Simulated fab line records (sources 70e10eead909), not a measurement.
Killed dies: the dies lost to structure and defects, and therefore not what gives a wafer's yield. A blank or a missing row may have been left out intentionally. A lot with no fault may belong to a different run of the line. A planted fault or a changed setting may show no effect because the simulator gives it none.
fab line records	flow nand_harc
[record] lots = 6	wafers = 18	last_day = 24
route steps=1159 shown P_CONTACT@241 P_M0@253 END@1159
lots that met no fault: taken from a fault-free run of the same line
start_h: the number of hours between the record's first day and the start of the first shown wafer of the lot	wait_h: time in hours since the lot's previous step	" unchanged from the row above	L1.1+2: one row covering several wafers at once	- value missing, or start not given	* or withheld: withheld	< > ~ a bound
route shown NAME@n: names a module that has steps shown in the file, with the first one's number in the route	usual: mean/standard deviation taken from wafers without a fault	same: alike in all rows	chamber/n: place in a boat	sites: readings site by site	_std_site: their standard deviation	_edge_site: outer sites' mean less inner sites'	radius_mm: how far each site lies from the wafer's centre	mask NAME#n: copy n	behind: tool/chamber where the wafer was last shaped	hold: reason for holding the lot/hours on hold/outcome of the hold	device: names the non-switching transistor (n, p or np)	end of line: tests of these same wafers at the route's end	a step without rows: its recipe alone	killed: at the first sort, the dies lost to defects and structure; wafer yield is something else	map: dies across one wafer; x = killed, . = not, _ = none there
set.NAME: the run value of the setting; set.NAME@STEP: its run value at that earlier step	model.NAME: the simulator's own value behind a step, which no gauge read
lots seen at some steps along the route; tables by step, rows by wafer
services: a tool's chamber out of use, with start hour (start_h, from the record's first day; less than 0 if before it), hours out, and reason
[[steps]]
[step NHARC_P_CONTACT_CD_MEAS_19]
[usual] cd_nm = 90.2/1.1
lot.wafer	tool	chamber	start_h	wait_h	cd_nm
L211.1	cd_sem-02	-	124.23	-	88.7
L211.3	"	-	"	"	89.8
L211.4	"	-	"	"	91.4
L212.2	cd_sem-03	-	134.77	-	90.2
L212.3	"	-	"	"	91.4
L212.6	"	-	"	"	91.6
L213.1	cd_sem-01	-	136.73	-	92.2
L213.5	"	-	"	"	88.6
L213.6	"	-	"	"	90.1
L216.1	cd_sem-02	-	160.70	-	89.2
L216.5	"	-	"	"	88.8
L216.6	"	-	"	"	92.3
L218.1	cd_sem-03	-	175.14	-	91.3
L218.3	"	-	"	"	88.6
L218.6	"	-	"	"	90.9
L228.1	cd_sem-02	-	230.06	-	90.3
L228.2	"	-	"	"	88.9
L228.5	"	-	"	"	89.3
[step NHARC_P_CONTACT_STRIP_28]
[recipe] o2_flow_sccm = 500	ar_flow_sccm = 0	bias_w = 0	chemistry = O2
[step NHARC_P_CONTACT_STRIP_29]
[recipe] time_s = 1200	temp_c = 72.5	chemistry = post_etch_residue_remover
[step NHARC_P_CONTACT_DEGAS_38]
[recipe] temp_c = 300	time_s = 60
[step NHARC_P_CONTACT_PRE_CLEAN_39]
[recipe] time_s = 19.5	bias_v = 250	gas = Ar
[step NHARC_P_CONTACT_PVD_32]
[recipe] target_thk_a = 50	chamber_pressure_pa = 5	power_w = 5000	substrate_temp_c = 200	time_s = 17.7	material = Ti
[step NHARC_P_CONTACT_ALD_22]
[recipe] target_thk_a = 30	pulse_time_s = 1	ald_cycles = 150	temp_c = 450	material = TiN
[step NHARC_P_CONTACT_CVD_23]
[recipe] target_thk_a = 2000	temp_c = 300	pressure_torr = 40	wf6_flow_sccm = 40	h2_flow_sccm = 1600	ar_flow_sccm = 1560	time_s = 557	material = W
[step NHARC_P_CONTACT_CMP_24]
[recipe] t_overpolish_s = 30	target_thk_nm = 200
[step NHARC_P_CONTACT_SRD_26]
[step NHARC_P_CONTACT_INSPECT_27]
[usual] raw_defect_count = 271/100
lot.wafer	tool	chamber	start_h	wait_h	raw_defect_count
L211.1	defect_inspect-02	-	131.79	0.1	292
L211.3	"	-	"	"	249
L211.4	"	-	"	"	429
L212.2	defect_inspect-01	-	137.19	0.1	498
L212.3	"	-	"	"	270
L212.6	"	-	"	"	353
L213.1	defect_inspect-02	-	138.98	0.1	223
L213.5	"	-	"	"	356
L213.6	"	-	"	"	187
L216.1	defect_inspect-02	-	162.97	0.1	300
L216.5	"	-	"	"	245
L216.6	"	-	"	"	195
L218.1	defect_inspect-02	-	177.39	0.1	503
L218.3	"	-	"	"	418
L218.6	"	-	"	"	359
L228.1	defect_inspect-02	-	234.57	0.1	163
L228.2	"	-	"	"	236
L228.5	"	-	"	"	196
[step NHARC_P_M0_DEP_00]
[recipe] target_thk_a = 1500	target_thk_nm = 150	temp_c = withheld	pressure_torr = 5	flow_sccm = 200	rf_w = 600	material = SiOC
[usual] chamber_pressure_Torr = 4.999/0.011
lot.wafer	tool	chamber	start_h	wait_h	chamber_pressure_Torr
L211.1	pecvd-02	1	131.85	0.1	4.994
L211.3	"	0	"	"	5.008
L211.4	"	1	"	"	4.997
L212.3	pecvd-03	1	137.30	0.1	4.994
L212.2	"	2	"	"	4.993
L212.6	"	2	"	"	4.987
L213.1	pecvd-02	0	139.05	0.1	4.990
L213.6	"	0	"	"	4.999
L213.5	"	2	"	"	5.005
L216.1	pecvd-03	0	163.10	0.1	4.984
L216.6	"	0	"	"	4.983
L216.5	"	2	"	"	5.001
L218.3	pecvd-03	0	177.45	0.1	5.005
L218.1	"	1	"	"	5.023
L218.6	"	2	"	"	4.975
L228.2	pecvd-01	1	234.75	0.2	4.986
L228.1	"	2	"	"	5.001
L228.5	"	1	"	"	4.994
[step NHARC_P_M0_DEHYDRATE_01]
[recipe] temp_c = 150	time_s = 120
[step NHARC_P_M0_HMDS_02]
[recipe] time_s = 30
[step NHARC_P_M0_COAT_33]
[recipe] temp_c = 200	time_s = 65
[step NHARC_P_M0_COAT_03]
[recipe] spin_rpm = 1500	resist_thk_nm = 90
[step NHARC_P_M0_SOFTBAKE_04]
[recipe] temp_c = 105	time_s = 55
[step NHARC_P_M0_EBR_05]
[step NHARC_P_M0_EXPOSE_06]
[recipe] na = 1.35	target_cd_nm = 90	dose_mj = 81.28	mask_id = P_M0
[step NHARC_P_M0_PEB_07]
[recipe] peb_temp_c = 100	peb_time_s = 65
[step NHARC_P_M0_DEVELOP_08]
[recipe] develop_time_s = 35	dev_temp_c = 23
[step NHARC_P_M0_CD_MEAS_09]
[recipe] target_cd_nm = 90	landing_energy_ev = 500
[usual] cd_nm = 90.1/0.5
[same] landing_energy_ev = 500
lot.wafer	tool	chamber	start_h	wait_h	cd_nm
L211.1	cd_sem-03	0	132.70	-	89.2
L211.3	"	0	"	"	90.3
L211.4	"	0	"	"	90.0
L212.2	cd_sem-02	0	137.97	-	90.3
L212.3	"	0	"	"	89.7
L212.6	"	0	"	"	90.4
L213.1	cd_sem-03	0	139.89	-	90.9
L213.5	"	0	"	"	90.3
L213.6	"	0	"	"	90.9
L216.1	cd_sem-03	0	163.81	-	89.6
L216.5	"	0	"	"	89.4
L216.6	"	0	"	"	89.9
L218.1	cd_sem-01	0	178.29	-	90.6
L218.3	"	0	"	"	90.3
L218.6	"	0	"	"	90.5
L228.1	cd_sem-03	0	235.60	-	90.3
L228.2	"	0	"	"	90.4
L228.5	"	0	"	"	90.1
[step NHARC_P_M0_OVL_MEAS_10]
[recipe] pitch_nm = 180
[usual] overlay_x_nm = -0.2/0.78	overlay_y_nm = -0.2/0.64
lot.wafer	tool	chamber	start_h	wait_h	overlay_x_nm	overlay_y_nm
L211.1	overlay-02	-	132.79	-	0.0	0.4
L211.3	"	-	"	"	0.2	0.7
L211.4	"	-	"	"	-0.4	0.2
L212.2	overlay-01	-	138.05	-	-0.3	-0.5
L212.3	"	-	"	"	-0.9	0.1
L212.6	"	-	"	"	-0.7	0.5
L213.1	overlay-02	-	139.97	-	0.3	-0.6
L213.5	"	-	"	"	0.1	-0.5
L213.6	"	-	"	"	-0.2	-0.8
L216.1	overlay-01	-	163.90	-	-1.2	-1.6
L216.5	"	-	"	"	-1.2	-1.2
L216.6	"	-	"	"	-0.5	-0.9
L218.1	overlay-02	-	178.38	-	-0.1	0.1
L218.3	"	-	"	"	0.2	0.2
L218.6	"	-	"	"	0.5	-0.6
L228.1	overlay-02	-	235.68	-	0.8	0.9
L228.2	"	-	"	"	1.2	0.9
L228.5	"	-	"	"	1.2	0.8
[step NHARC_P_M0_INSPECT_11]
[usual] raw_defect_count = 4.0/2.3
lot.wafer	tool	chamber	start_h	wait_h	raw_defect_count
L211.1	defect_inspect-02	-	132.82	0.0	6
L211.3	"	-	"	"	4
L211.4	"	-	"	"	10
L212.2	defect_inspect-02	-	138.09	0.0	5
L212.3	"	-	"	"	3
L212.6	"	-	"	"	3
L213.1	defect_inspect-01	-	140.01	0.0	5
L213.5	"	-	"	"	3
L213.6	"	-	"	"	7
L216.1	defect_inspect-02	-	163.93	0.0	2
L216.5	"	-	"	"	2
L216.6	"	-	"	"	1
L218.1	defect_inspect-01	-	178.41	0.0	6
L218.3	"	-	"	"	4
L218.6	"	-	"	"	3
L228.1	defect_inspect-02	-	235.72	0.0	2
L228.2	"	-	"	"	4
L228.5	"	-	"	"	2
[step NHARC_P_M0_DESCUM_14]
[recipe] time_s = 3	o2_flow_sccm = 200	ar_flow_sccm = 0	bias_power_w = 0	chemistry = O2
[step NHARC_P_M0_ETCH_34]
[recipe] target_depth_a = 400	overetch_a = 120	time_s = 43.94	ion_energy_ev = 200	n2_flow_sccm = 150	h2_flow_sccm = 150	ar_flow_sccm = 0	rf_w = 400	bias_w = 150	chemistry = N2/H2
[step NHARC_P_M0_ETCH_15]
[recipe] target_depth_a = 1500	overetch_a = 150	time_s = 82.5	c4f8_flow_sccm = withheld	ar_flow_sccm = 400	rf_w = 600	bias_w = 300	chemistry = C4F8/Ar
[usual] bias_w = 300.0/0.95	oes_product_au = 0.955/0.021	rf_vpp_V = 442/3.1
[same] time_s = 82.5
lot.wafer	tool	chamber	start_h	wait_h	bias_w	oes_product_au	rf_hours_counter_h	rf_vpp_V
L211.4	rie_diel-07	0	-	-	299.5	0.957	4	441
L211.1	"	1	"	"	298.0	0.944	4	436
L211.3	"	2	"	"	300.4	0.949	4	445
L212.3	rie_diel-07	3	-	-	299.2	0.965	5	445
L212.2	"	1	"	"	298.9	0.950	5	436
L212.6	"	0	"	"	298.4	0.971	-	441
L213.1	rie_diel-12	1	-	-	298.7	0.923	7	441
L213.5	"	2	"	"	300.7	0.918	-	436
L213.6	"	3	"	"	300.6	0.924	-	442
L216.1	rie_diel-12	3	-	-	300.8	0.932	9	442
L216.6	"	2	"	"	300.3	0.917	-	438
L216.5	"	3	"	"	300.3	0.922	-	442
L218.3	rie_diel-07	3	-	-	300.7	0.981	7	446
L218.1	"	0	"	"	300.4	0.973	8	441
L218.6	"	3	"	"	301.2	0.962	-	445
L228.1	rie_diel-02	2	-	-	298.3	0.957	5	442
L228.2	"	0	"	"	299.4	0.970	6	438
L228.5	"	1	"	"	300.8	0.984	-	442
[step NHARC_P_M0_CD_MEAS_16]
[usual] cd_nm = 89.9/0.59
lot.wafer	tool	chamber	start_h	wait_h	cd_nm
L211.1	cd_sem-03	-	133.18	-	89.6
L211.3	"	-	"	"	89.9
L211.4	"	-	"	"	89.4
L212.2	cd_sem-01	-	138.45	-	89.9
L212.3	"	-	"	"	89.6
L212.6	"	-	"	"	89.9
L213.1	cd_sem-03	-	140.37	-	91.0
L213.5	"	-	"	"	89.6
L213.6	"	-	"	"	91.4
L216.1	cd_sem-02	-	164.30	-	89.3
L216.5	"	-	"	"	89.3
L216.6	"	-	"	"	90.3
L218.1	cd_sem-02	-	178.77	-	89.7
L218.3	"	-	"	"	90.2
L218.6	"	-	"	"	90.9
L228.1	cd_sem-01	-	236.12	-	90.0
L228.2	"	-	"	"	90.0
L228.5	"	-	"	"	90.5
[step NHARC_P_M0_STRIP_18]
[recipe] power_w = 1000	n2_flow_sccm = 150	h2_flow_sccm = 150	ar_flow_sccm = 0	bias_w = 0	chemistry = N2/H2
[step NHARC_P_M0_STRIP_19]
[recipe] time_s = 600	temp_c = 30	chemistry = post_etch_residue_remover
[step NHARC_P_M0_DEGAS_28]
[recipe] temp_c = 250	time_s = 60
[usual] heater_power_w = 327/19
[same] time_s = 60
lot.wafer	tool	chamber	start_h	wait_h	heater_power_w
L211.1	pvd_sputter-01	-	133.80	-	299
L211.3	"	-	"	"	372
L211.4	"	-	"	"	297
L212.3	pvd_sputter-02	-	139.07	-	312
L212.2	"	-	"	"	295
L212.6	"	-	"	"	309
L213.1	pvd_sputter-01	-	141.01	-	302
L213.5	"	-	"	"	367
L213.6	"	-	"	"	310
L216.1	pvd_sputter-03	-	165.02	-	326
L216.5	"	-	"	"	342
L216.6	"	-	"	"	342
L218.1	pvd_sputter-03	-	179.40	-	340
L218.3	"	-	"	"	345
L218.6	"	-	"	"	336
L228.2	pvd_sputter-03	-	236.75	-	349
L228.1	"	-	"	"	327
L228.5	"	-	"	"	344
[step NHARC_P_M0_PRE_CLEAN_29]
[recipe] time_s = 30	temp_c = 280	gas = H2/He
[step NHARC_P_M0_PVD_20]
[recipe] target_thk_a = 50	bias_v = 168.6	power_w = 15000	chamber_pressure_pa = 0.12	time_s = 8.06	substrate_temp_c = 50	material = TaN
[step NHARC_P_M0_PVD_21]
[recipe] target_thk_a = 300	chamber_pressure_pa = 5	power_w = 5000	substrate_temp_c = 30	time_s = 20.49	material = Cu
[usual] throttle_valve_pct = 29.7/1.1
[same] time_s = 20.49
lot.wafer	tool	chamber	start_h	wait_h	throttle_valve_pct
L211.4	pvd_sputter-01	-	-	-	29.3
L211.1	"	-	"	"	27.3
L211.3	"	-	"	"	31.1
L212.2	pvd_sputter-02	-	-	-	29.8
L212.3	"	-	"	"	31.2
L212.6	"	-	"	"	30.3
L213.1	pvd_sputter-01	-	-	-	29.2
L213.6	"	-	"	"	31.0
L213.5	"	-	"	"	29.9
L216.1	pvd_sputter-03	-	-	-	29.4
L216.5	"	-	"	"	31.1
L216.6	"	-	"	"	29.4
L218.3	pvd_sputter-03	-	-	-	30.4
L218.1	"	-	"	"	30.9
L218.6	"	-	"	"	29.9
L228.2	pvd_sputter-03	-	-	-	30.5
L228.1	"	-	"	"	29.3
L228.5	"	-	"	"	28.8
[step NHARC_P_M0_ECD_22]
[recipe] target_thk_a = 4000	bath_temp_c = 25	material = Cu
[step NHARC_P_M0_ANNEAL_30]
[recipe] temp_c = 225	time_s = 90
[usual] anneal_temp_c_max = 226.10/0.24	wafer_temp_C_max = 225.95/0.25
[same] time_s = 90
lot.wafer	tool	chamber	start_h	wait_h	anneal_temp_c_max	wafer_temp_C_max
L211.1	rtp_anneal-02	0	134.54	0.3	226.44	225.56
L211.3	"	0	"	"	226.43	225.96
L211.4	"	0	"	"	226.29	225.69
L212.2	rtp_anneal-01	0	139.87	0.3	226.16	226.27
L212.3	"	0	"	"	226.41	225.79
L212.6	"	0	"	"	226.26	225.86
L213.1	rtp_anneal-02	0	141.75	0.3	225.70	226.11
L213.5	"	0	"	"	225.86	226.06
L213.6	"	0	"	"	226.26	226.25
L216.1	rtp_anneal-01	0	165.95	-	225.85	225.97
L216.5	"	0	"	"	226.08	225.88
L216.6	"	0	"	"	225.95	226.00
L218.1	rtp_anneal-02	0	180.16	-	225.67	225.59
L218.3	"	0	"	"	226.05	225.81
L218.6	"	0	"	"	226.27	225.87
L228.1	rtp_anneal-02	0	237.47	-	225.92	225.85
L228.2	"	0	"	"	225.91	225.94
L228.5	"	0	"	"	225.87	226.05
[step NHARC_P_M0_CMP_23]
[recipe] t_overpolish_s = 20	target_thk_nm = 117.53
[usual] motor_current_A = 12.5/1.3	slurry_flow_ml_min = 150.0/0.44	time_to_endpoint_s = 29.0/2.1
lot.wafer	tool	chamber	start_h	wait_h	motor_current_A	slurry_flow_ml_min	time_to_endpoint_s
L211.3	cmp-01	3	134.88	-	12.2	150.2	30.4
L211.4	"	1	"	"	14.0	150.0	29.2
L211.1	"	2	"	"	12.5	150.2	29.9
L212.3	cmp-01	3	140.16	-	11.7	150.3	26.6
L212.2	"	2	"	"	12.4	150.7	27.3
L212.6	"	0	"	"	12.0	150.0	27.4
L213.1	cmp-01	3	142.18	-	12.1	149.6	29.9
L213.5	"	0	"	"	11.9	149.9	27.8
L213.6	"	1	"	"	13.6	150.8	30.6
L216.1	cmp-02	1	166.38	-	10.1	150.4	28.4
L216.6	"	2	"	"	13.5	149.3	26.9
L216.5	"	3	"	"	13.1	149.6	25.7
L218.3	cmp-02	0	180.51	-	12.5	150.4	29.3
L218.1	"	2	"	"	13.7	150.0	30.5
L218.6	"	0	"	"	11.9	149.7	31.2
L228.2	cmp-04	1	237.82	-	13.3	150.1	31.7
L228.1	"	0	"	"	11.7	149.4	27.7
L228.5	"	1	"	"	13.3	150.1	26.6
[step NHARC_P_M0_SRD_25]
[step NHARC_P_M0_INSPECT_27]
[usual] raw_defect_count = 286/92
lot.wafer	tool	chamber	start_h	wait_h	raw_defect_count
L211.1	defect_inspect-01	-	135.35	0.0	264
L211.3	"	-	"	"	161
L211.4	"	-	"	"	165
L212.2	defect_inspect-01	-	140.63	0.0	369
L212.3	"	-	"	"	405
L212.6	"	-	"	"	346
L213.1	defect_inspect-01	-	142.57	0.0	423
L213.5	"	-	"	"	242
L213.6	"	-	"	"	287
L216.1	defect_inspect-02	-	166.78	0.0	234
L216.5	"	-	"	"	412
L216.6	"	-	"	"	236
L218.1	defect_inspect-01	-	180.98	0.0	223
L218.3	"	-	"	"	304
L218.6	"	-	"	"	267
L228.1	defect_inspect-02	-	238.29	0.0	269
L228.2	"	-	"	"	274
L228.5	"	-	"	"	360
[step NHARC_END_SORT_01]
[recipe] temp_c = 25
[usual] defect_limited_yield = 95.4/1.4	killed_at_array = 27/10	killed_at_other = 0.6/1	killed_at_periphery = 3.4/2.7	killed_dies = 31/9.7	killed_open = 3.4/1.7	killed_short = 2.2/1.5	sort_bin_2_pct = 1.4/0.57	sort_bin_3_pct = 0.25/0.23	sort_bin_4_pct = 3.0/0.94	sort_n_pass = 646/9.7	sort_rim_yield_pct = 95.3/3	sort_yield_pct = 95.4/1.4
[same] gross_dies = 677	sort_bin_5_pct[%] = 0	sort_bin_6_pct[%] = 0	sort_bin_7_pct[%] = 0	sort_bin_8_pct[%] = 0	sort_rim_n_gross = 106.00
lot.wafer	tool	chamber	start_h	wait_h	defect_limited_yield[%]	killed_at_array	killed_at_other	killed_at_periphery	killed_dies	killed_open	killed_short	sort_bin_2_pct[%]	sort_bin_3_pct[%]	sort_bin_4_pct[%]	sort_n_pass	sort_rim_yield_pct[%]	sort_yield_pct[%]
L211.1	prober-02	0	450.41	2.5	95.0	31	0	3	34	4	4	1.6	0.30	3.1	643	97.2	95.0
L211.3	prober-02	0	452.03	3.1	96.0	26	0	1	27	3	2	1.3	0.44	2.2	650	99.1	96.0
L211.4	prober-02	0	452.85	3.4	95.6	25	0	5	30	5	1	1.0	0.30	3.1	647	92.5	95.6
L216.1	prober-01	0	494.03	2.5	0	20	1	656	677	5	5	97.5	0	2.5	0	0	0
L216.5	prober-01	0	497.29	3.8	98.1	13	0	0	13	1	0	0.4	0	1.5	664	98.1	98.1
L216.6	prober-01	0	498.11	4.1	0	7	0	670	677	3	1	99.1	0.15	0.7	0	0	0
L218.1	prober-01	0	510.38	2.5	97.9	9	0	5	14	4	2	0.1	0	1.9	663	96.2	97.9
L218.3	prober-01	0	511.99	3.1	0	9	1	667	677	1	3	98.7	0	1.3	0	0	0
L218.6	prober-01	0	514.40	4.0	96.9	16	0	5	21	7	3	1.2	0.15	1.8	656	97.2	96.9
L228.1	prober-01	0	562.76	2.5	94.7	32	0	4	36	2	2	1.5	0.15	3.7	641	91.5	94.7
L228.2	prober-01	0	563.58	2.8	95.0	34	0	0	34	5	4	1.8	0.15	3.1	643	96.2	95.0
L228.5	prober-01	0	566.02	3.8	96.0	27	0	0	27	3	2	1.5	0.30	2.2	650	97.2	96.0
// killed by level:class
L211.1 A_CHANNEL_HOLE_D1:chamber_film_flake=16 A_STAIRCASE:chamber_film_flake=5 A_CHANNEL_FILL_D1:geometric_particle:short=3 A_CONTACT:chamber_film_flake=3 A_CHANNEL_FILL_D1:geometric_particle:open=2 A_M0:geometric_particle:open=2 P_STI:geometric_particle:short=1 P_ZERO_WELL:chamber_film_flake=1
L211.3 A_CHANNEL_HOLE_D1:chamber_film_flake=12 A_CONTACT:chamber_film_flake=5 A_STAIRCASE:chamber_film_flake=3 A_CONTACT:geometric_particle:open=2 A_ONON_D1:geometric_particle:short=1 A_STAIRCASE:geometric_particle:open=1 A_WL_FILL:geometric_particle:short=1 P_GATE:chamber_film_flake=1
L211.4 A_CHANNEL_HOLE_D1:chamber_film_flake=8 A_STAIRCASE:chamber_film_flake=6 A_CONTACT:chamber_film_flake=5 P_CONTACT:geometric_particle:open=2 A_WL_FILL:chamber_film_flake=2 P_GATE:geometric_particle:open=1 A_SOURCE_PLATE:geometric_particle:open=1 A_WL_FILL:geometric_particle:short=1
L216.1 P_M0:area_dep=652 A_CHANNEL_HOLE_D1:chamber_film_flake=6 A_CONTACT:geometric_particle:short=2 A_CONTACT:geometric_particle:open=2 P_M0:chamber_film_flake=2 A_ZERO_WELL:chamber_film_flake=2 A_STAIRCASE:chamber_film_flake=2 P_M0:geometric_particle:open=1
L216.5 A_CHANNEL_HOLE_D1:chamber_film_flake=6 A_STAIRCASE:chamber_film_flake=4 A_ONON_D1:geometric_particle:open=1 A_ZERO_WELL:chamber_film_flake=1 A_CONTACT:chamber_film_flake=1
L216.6 P_M0:area_dep=667 A_STAIRCASE:chamber_film_flake=3 P_GATE:geometric_particle:open=1 A_ONON_D1:geometric_particle:open=1 A_CHANNEL_FILL_D1:geometric_particle:open=1 A_CONTACT:geometric_particle:short=1 P_GATE:chamber_film_flake=1 P_M0:chamber_film_flake=1
L218.1 A_CHANNEL_HOLE_D1:chamber_film_flake=4 P_CONTACT:geometric_particle:open=1 P_M0:geometric_particle:open=1 P_M1:geometric_particle:open=1 A_SGD_CUT:geometric_particle:open=1 A_SGD_CUT:geometric_particle:short=1 A_WL_FILL:geometric_particle:short=1 P_ZERO_WELL:chamber_film_flake=1
L218.3 P_M0:area_dep=663 A_CONTACT:chamber_film_flake=3 P_ZERO_WELL:chamber_film_flake=2 P_M2:chamber_film_flake=2 A_CHANNEL_FILL_D1:geometric_particle:short=1 A_WL_FILL:geometric_particle:short=1 A_WL_FILL:geometric_particle:open=1 A_M0:geometric_particle:short=1
L218.6 A_CONTACT:geometric_particle:open=3 A_CHANNEL_HOLE_D1:chamber_film_flake=3 A_CONTACT:chamber_film_flake=3 A_CHANNEL_FILL_D1:chamber_film_flake=2 P_CONTACT:geometric_particle:short=1 P_M0:geometric_particle:open=1 P_M0:geometric_particle:short=1 A_CHANNEL_HOLE_D1:geometric_particle:open=1
L228.1 A_CHANNEL_HOLE_D1:chamber_film_flake=22 A_STAIRCASE:chamber_film_flake=4 A_CONTACT:chamber_film_flake=3 P_STI:geometric_particle:short=1 P_M0:geometric_particle:open=1 A_ONON_D1:geometric_particle:open=1 A_ONON_D1:geometric_particle:short=1 P_ZERO_WELL:chamber_film_flake=1
L228.2 A_CHANNEL_HOLE_D1:chamber_film_flake=20 A_CONTACT:geometric_particle:short=2 A_CONTACT:geometric_particle:open=2 A_STAIRCASE:chamber_film_flake=2 A_CONTACT:chamber_film_flake=2 A_ONON_D1:geometric_particle:short=1 A_CHANNEL_FILL_D1:geometric_particle:open=1 A_WL_FILL:geometric_particle:short=1
L228.5 A_CHANNEL_HOLE_D1:chamber_film_flake=18 A_WL_FILL:geometric_particle:short=2 A_ONON_D1:geometric_particle:open=1 A_CHANNEL_FILL_D1:geometric_particle:open=1 A_WL_FILL:geometric_particle:open=1 A_SLIT:chamber_film_flake=1 A_CHANNEL_FILL_D1:chamber_film_flake=1 A_STAIRCASE:chamber_film_flake=1
// map L216.1 (x killed, . not)
____________x____________
_________xxxxxxx_________
_______xxxxxxxxxxx_______
______xxxxxxxxxxxxx______
_____xxxxxxxxxxxxxxx_____
____xxxxxxxxxxxxxxxxx____
____xxxxxxxxxxxxxxxxx____
___xxxxxxxxxxxxxxxxxxx___
___xxxxxxxxxxxxxxxxxxx___
__xxxxxxxxxxxxxxxxxxxxx__
__xxxxxxxxxxxxxxxxxxxxx__
_xxxxxxxxxxxxxxxxxxxxxxx_
_xxxxxxxxxxxxxxxxxxxxxxx_
_xxxxxxxxxxxxxxxxxxxxxxx_
_xxxxxxxxxxxxxxxxxxxxxxx_
_xxxxxxxxxxxxxxxxxxxxxxx_
xxxxxxxxxxxxxxxxxxxxxxxxx
xxxxxxxxxxxxxxxxxxxxxxxxx
xxxxxxxxxxxxxxxxxxxxxxxxx
xxxxxxxxxxxxxxxxxxxxxxxxx
xxxxxxxxxxxxxxxxxxxxxxxxx
_xxxxxxxxxxxxxxxxxxxxxxx_
_xxxxxxxxxxxxxxxxxxxxxxx_
_xxxxxxxxxxxxxxxxxxxxxxx_
_xxxxxxxxxxxxxxxxxxxxxxx_
_xxxxxxxxxxxxxxxxxxxxxxx_
__xxxxxxxxxxxxxxxxxxxxx__
__xxxxxxxxxxxxxxxxxxxxx__
___xxxxxxxxxxxxxxxxxxx___
___xxxxxxxxxxxxxxxxxxx___
____xxxxxxxxxxxxxxxxx____
____xxxxxxxxxxxxxxxxx____
_____xxxxxxxxxxxxxxx_____
______xxxxxxxxxxxxx______
_______xxxxxxxxxxx_______
_________xxxxxxx_________
____________x____________
// map L218.3 (x killed, . not)
____________x____________
_________xxxxxxx_________
_______xxxxxxxxxxx_______
______xxxxxxxxxxxxx______
_____xxxxxxxxxxxxxxx_____
____xxxxxxxxxxxxxxxxx____
____xxxxxxxxxxxxxxxxx____
___xxxxxxxxxxxxxxxxxxx___
___xxxxxxxxxxxxxxxxxxx___
__xxxxxxxxxxxxxxxxxxxxx__
__xxxxxxxxxxxxxxxxxxxxx__
_xxxxxxxxxxxxxxxxxxxxxxx_
_xxxxxxxxxxxxxxxxxxxxxxx_
_xxxxxxxxxxxxxxxxxxxxxxx_
_xxxxxxxxxxxxxxxxxxxxxxx_
_xxxxxxxxxxxxxxxxxxxxxxx_
xxxxxxxxxxxxxxxxxxxxxxxxx
xxxxxxxxxxxxxxxxxxxxxxxxx
xxxxxxxxxxxxxxxxxxxxxxxxx
xxxxxxxxxxxxxxxxxxxxxxxxx
xxxxxxxxxxxxxxxxxxxxxxxxx
_xxxxxxxxxxxxxxxxxxxxxxx_
_xxxxxxxxxxxxxxxxxxxxxxx_
_xxxxxxxxxxxxxxxxxxxxxxx_
_xxxxxxxxxxxxxxxxxxxxxxx_
_xxxxxxxxxxxxxxxxxxxxxxx_
__xxxxxxxxxxxxxxxxxxxxx__
__xxxxxxxxxxxxxxxxxxxxx__
___xxxxxxxxxxxxxxxxxxx___
___xxxxxxxxxxxxxxxxxxx___
____xxxxxxxxxxxxxxxxx____
____xxxxxxxxxxxxxxxxx____
_____xxxxxxxxxxxxxxx_____
______xxxxxxxxxxxxx______
_______xxxxxxxxxxx_______
_________xxxxxxx_________
____________x____________
[[services]]
tool	chamber	start_h	hours	kind
cmp-04	-	108.54	3.1	repair
pecvd-03	-	111.58	13.0	pm
rie_diel-12	2	113.53	3.2	repair
cmp-02	-	129.49	4.0	pm
rie_diel-12	0	130.88	4.4	repair
cmp-01	-	146.71	1.7	repair
rie_diel-02	-	150.73	9.0	pm
pecvd-02	-	153.00	13.0	pm
pvd_sputter-01	-	158.05	10.0	pm
rie_diel-02	3	161.05	3.9	repair
pvd_sputter-03	-	162.06	2.9	repair
pecvd-01	1	164.34	4.4	repair
cmp-01	-	176.94	2.2	repair
cmp-01	-	179.57	4.0	pm
cmp-04	-	185.44	2.5	repair
pecvd-02	-	191.04	1.7	repair
cmp-04	-	195.22	0.2	repair
rie_diel-02	0	200.15	1.5	repair
rie_diel-12	-	202.40	9.0	pm
rie_diel-12	2	213.05	9.5	repair
pvd_sputter-02	-	214.00	10.0	pm
pvd_sputter-03	-	221.09	3.8	repair
cmp-02	-	227.49	4.0	pm
rie_diel-07	-	228.27	9.0	pm
[[key]]
[first_sign] step = NHARC_END_SORT_01	reading = killed_at_periphery	direction = up	sigmas = 99+	usual = 3.4	struck = 664.3
[effect] step = NHARC_END_SORT_01	reading = sort_bin_2_pct	direction = up	sigmas = 99+	usual = 1.4	struck = 98.4
[more_kills_born_at] NHARC_P_M0_DEP_00@pecvd-03 = 1982
met_at NHARC_P_M0_DEP_00
struck_wafers L216.1,L216.6,L218.3
later_rows_left_out L216.1,L216.6,L218.3
[fault] kind = process_parameter_drift	tool = pecvd-03	chamber = 0	onset_h = 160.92	steps = NHARC_P_M0_DEP_00	channel = target_thk_a	offset = *	shape = step	end_h = 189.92	acts_in = *	stated = *
// later_rows_left_out: the simulator's readings of these wafers behind a module that went badly wrong aren't trusted and aren't shown, but for the sort
